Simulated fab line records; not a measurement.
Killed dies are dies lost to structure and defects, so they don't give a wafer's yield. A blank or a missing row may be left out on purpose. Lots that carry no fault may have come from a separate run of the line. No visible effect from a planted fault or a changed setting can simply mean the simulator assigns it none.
Which tool did it?	flow nand harc	13 lots with 39 wafers sampled at 5 steps, on a route of 1302 steps

## WHAT THE GAUGES READ, wafer by wafer
NHARC_P_GATE_CD_MEAS_91 targets a cd of 2000 nm. Usual: cd nm 1999.1 nm, standard deviation 2.3.
lot	measured	on	cd nm (nm)	flag
L307	day 5 20:51	cd sem-02	2002.1 2000.9 1996.3	
L308	day 6 05:13	cd sem-03	1995.0 1999.4 1994.5	
L309	day 6 09:56	cd sem-01	1996.9 1999.9 1999.5	
L310	day 6 21:20	cd sem-03	1999.1 1996.0 1999.0	
L311	day 7 17:49	cd sem-03	1996.1 1998.3 1996.5	
L312	day 7 18:35	cd sem-03	2000.9 1997.6 1996.5	
L315	day 9 05:07	cd sem-01	1998.6 1997.3 1998.8	
L316	day 9 11:49	cd sem-03	2001.4 1996.6 2001.8	
L318	day 10 08:08	cd sem-02	1998.0 2000.0 2000.6	
L319	day 10 14:41	cd sem-02	2001.0 1997.5 2001.6	
L327	day 14 07:08	cd sem-03	1999.8 1997.6 2000.0	
L329	day 14 23:41	cd sem-02	2000.4 1999.8 2001.7	
L330	day 15 04:02	cd sem-02	2001.9 1999.5 2003.2	

NHARC_P_CONTACT_CD_MEAS_12 targets a cd of 90 nm. Usual: cd nm 90.5 nm, standard deviation 0.63.
lot	measured	on	cd nm (nm)	flag
L307	day 6 01:38	cd sem-01	90.8 90.2 89.5	
L308	day 6 09:53	cd sem-03	90.5 91.7 90.5	
L309	day 6 14:34	cd sem-01	89.7 90.0 90.0	
L310	day 7 02:08	cd sem-02	89.9 90.4 91.4	
L311	day 7 22:20	cd sem-03	90.9 90.1 90.3	
L312	day 7 23:25	cd sem-02	89.6 90.9 89.9	
L315	day 9 09:49	cd sem-01	91.1 90.2 91.4	
L316	day 9 16:46	cd sem-01	90.2 89.6 90.6	
L318	day 10 12:43	cd sem-01	85.1 86.0 92.1 85.6 85.9 92.8	OFF
L319	day 10 19:28	cd sem-03	89.7 90.6 90.2	
L327	day 14 11:49	cd sem-01	90.8 90.4 90.0	
L329	day 15 04:22	cd sem-03	91.5 90.2 90.9	
L330	day 15 08:35	cd sem-03	91.8 91.8 90.6	

## WHICH TOOL RAN EACH LOT (tool, then ch and the chambers of the sampled wafers, then the start)
lot	NHARC_P_GATE_STRIP_113	NHARC_P_GATE_STRIP_95	NHARC_P_CONTACT_EXPOSE_09
L307	plasma asher-01 ch 0,1, day 5 21:30	plasma asher-01 ch 0,1, day 5 22:07	arfi scanner-03 ch 0, day 6 01:30
L308	plasma asher-01 ch 0,1, day 6 05:44	plasma asher-01 ch 0,1, day 6 06:27	arfi scanner-02 ch 0, day 6 09:45
L309	plasma asher-02 ch 0, day 6 10:35	plasma asher-02 ch 0, day 6 11:11	arfi scanner-02 ch 0, day 6 14:26
L310	plasma asher-01 ch 0,1, day 6 21:53	plasma asher-01 ch 0,1, day 6 22:37	arfi scanner-02 ch 0, day 7 02:00
L311	plasma asher-02 ch 1, day 7 18:20	plasma asher-02 ch 1, day 7 19:03	arfi scanner-02 ch 0, day 7 22:12
L312	plasma asher-01 ch 0,1, day 7 19:20	plasma asher-01 ch 0,1, day 7 19:51	arfi scanner-03 ch 0, day 7 23:16
L315	plasma asher-01 ch 0,1, day 9 05:38	plasma asher-01 ch 0,1, day 9 06:21	arfi scanner-03 ch 0, day 9 09:40
L316	plasma asher-02 ch 0, day 9 12:43	plasma asher-02 ch 0, day 9 13:20	arfi scanner-03 ch 0, day 9 16:38
L318	plasma asher-01 ch 0,1, day 10 08:53	plasma asher-01 ch 0,1, day 10 09:24	arfi scanner-03 ch 0, day 10 12:35
L319	plasma asher-02 ch 0,1, day 10 15:12	plasma asher-02 ch 0,1, day 10 15:55	arfi scanner-02 ch 0, day 10 19:19
L327	plasma asher-01 ch 0,1, day 14 07:47	plasma asher-01 ch 0,1, day 14 08:23	arfi scanner-01 ch 0, day 14 11:40
L329	plasma asher-01 ch 0,1, day 15 00:12	plasma asher-01 ch 0,1, day 15 00:55	arfi scanner-03 ch 0, day 15 04:13
L330	plasma asher-01 ch 0,1, day 15 04:41	plasma asher-01 ch 0,1, day 15 05:18	arfi scanner-03 ch 0, day 15 08:27
- NHARC_P_GATE_STRIP_113: strips in N2/H2, time 740 s.
- NHARC_P_GATE_STRIP_95: strips in O2.
- NHARC_P_CONTACT_EXPOSE_09: exposes mask P CA, target cd 90 nm.

## WHAT THE TOOLS THEMSELVES READ (means of the sampled wafers that have a number; where no wafer has one, the mark that the record gives instead)
NHARC_P_GATE_STRIP_113. Usual: drypump motor current A 5.59 A, standard deviation 0.18; heater power w 83 W, standard deviation 4.9.
lot	tool	drypump motor current A (A)	heater power w (W)	flag
L307	plasma asher-01	5.45	81	
L308	plasma asher-01	5.54	80	
L309	plasma asher-02	5.77	90	
L310	plasma asher-01	5.57	80	
L311	plasma asher-02	5.68	74	
L312	plasma asher-01	5.57	81	
L315	plasma asher-01	5.47	81	
L316	plasma asher-02	5.77	89	
L318	plasma asher-01	5.44	83	
L319	plasma asher-02	5.72	80	
L327	plasma asher-01	5.55	84	
L329	plasma asher-01	5.46	84	
L330	plasma asher-01	5.55	84	

NHARC_P_GATE_STRIP_95. Usual: drypump motor current A 5.59 A, standard deviation 0.17; heater power w 310 W, standard deviation 18.
lot	tool	drypump motor current A (A)	heater power w (W)	flag
L307	plasma asher-01	5.46	313	
L308	plasma asher-01	5.55	304	
L309	plasma asher-02	5.79	330	
L310	plasma asher-01	5.56	300	
L311	plasma asher-02	5.69	279	
L312	plasma asher-01	5.53	299	
L315	plasma asher-01	5.43	309	
L316	plasma asher-02	5.78	334	
L318	plasma asher-01	5.45	309	
L319	plasma asher-02	5.71	298	
L327	plasma asher-01	5.57	314	
L329	plasma asher-01	5.42	305	
L330	plasma asher-01	5.55	319	

NHARC_P_CONTACT_EXPOSE_09. Usual: exposure dose mJ cm2 81.28, standard deviation 0.083.
lot	tool	exposure dose mJ cm2	flag
L307	arfi scanner-03	81.29	
L308	arfi scanner-02	81.23	
L309	arfi scanner-02	81.27	
L310	arfi scanner-02	81.26	
L311	arfi scanner-02	81.30	
L312	arfi scanner-03	81.34	
L315	arfi scanner-03	81.24	
L316	arfi scanner-03	81.29	
L318	arfi scanner-03	84.06	OFF
L319	arfi scanner-02	81.23	
L327	arfi scanner-01	81.45	
L329	arfi scanner-03	81.22	
L330	arfi scanner-03	81.29	

## THE ANSWER, worked out from the rows above alone
Rule: lot off if the mean of its wafers having a number is beyond 3 standard deviations from the usual mean. Also off: a lot with no number at a reading for which 4 or more lots have one. Where the step has rows for the other lots, those lots are counted as sound. The gauges are gone through in route order, then the tools' own readings, and for those a lot's mean is taken as printed above. The first step at which some lot is off is used, and at that step the reading that is off furthest; a lot without a number counts as furthest.
Off, at NHARC_P_CONTACT_CD_MEAS_12 on cd nm: L318.
A tool fits if, at a process step before that reading, it ran every lot that is off, and no sound lot after the first of them. Not tried: the gauges at NHARC_P_CONTACT_CD_MEAS_12; whatever is off there is also off at NHARC_P_CONTACT_EXPOSE_09, on other tools, and gauge error can't account for it. None of those tried fits.

## WHAT THE SIMULATOR HAD PUT IN
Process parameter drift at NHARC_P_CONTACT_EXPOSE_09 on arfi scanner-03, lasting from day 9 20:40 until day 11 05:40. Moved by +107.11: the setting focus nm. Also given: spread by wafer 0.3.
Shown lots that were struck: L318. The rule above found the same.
